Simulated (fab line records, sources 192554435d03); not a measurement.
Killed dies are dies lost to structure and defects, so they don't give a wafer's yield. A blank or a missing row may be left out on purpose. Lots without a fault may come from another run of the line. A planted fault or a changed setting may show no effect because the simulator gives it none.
Which tool did it? | flow n5_finfet | 10 lots, 30 wafers sampled, at 1 step of a route of 1938

WHAT THE GAUGES READ, wafer by wafer
N5_BEOL_M7_OVL_MEAS_29.
lot  | measured     | on         | V6_OVL (nm)
L075 | day 10 00:32 | overlay-01 | -0.4 0.3 0.0
L079 | day 10 11:37 | overlay-01 | -0.3 -0.9 0.0
L078 | day 10 13:58 | overlay-01 | -1.3 -1.3 -0.5
L081 | day 11 08:26 | overlay-02 | -0.1 0.9 -0.5
L082 | day 11 10:44 | overlay-02 | -0.1 -0.7 0.0
L086 | day 12 15:10 | overlay-02 | -0.4 0.0 0.5
L089 | day 13 03:44 | overlay-01 | -1.3 -0.2 -0.5
L091 | day 13 13:42 | overlay-01 | 0.4 1.1 0.3
L092 | day 14 05:40 | overlay-02 | 0.0 -0.8 -0.4
L096 | day 15 04:47 | overlay-02 | -0.3 -1.5 -0.5

WHICH TOOL RAN EACH LOT (tool, then ch and the chambers of the sampled wafers, then the start)
The record holds no process step before these readings.

THE ANSWER, worked out from the rows above alone
Rule: what is usual is taken from the lots themselves. Put in order of their means at a reading, lots are off if they are a third of the lots or fewer, leave a main group of 4 or more, and stand apart from it by a gap of 3 or more times the standard deviation of the main group's means; of several such gaps the widest counts. A main group whose means are all the same, to the digits that the tables above print for the reading, isn't used. A lot without any number at a reading at which 4 lots or more have one is off too. The other lots that the step has rows for count as sound.
No lot is off at any reading shown: from this, nothing can be told.

WHAT THE SIMULATOR HAD PUT IN
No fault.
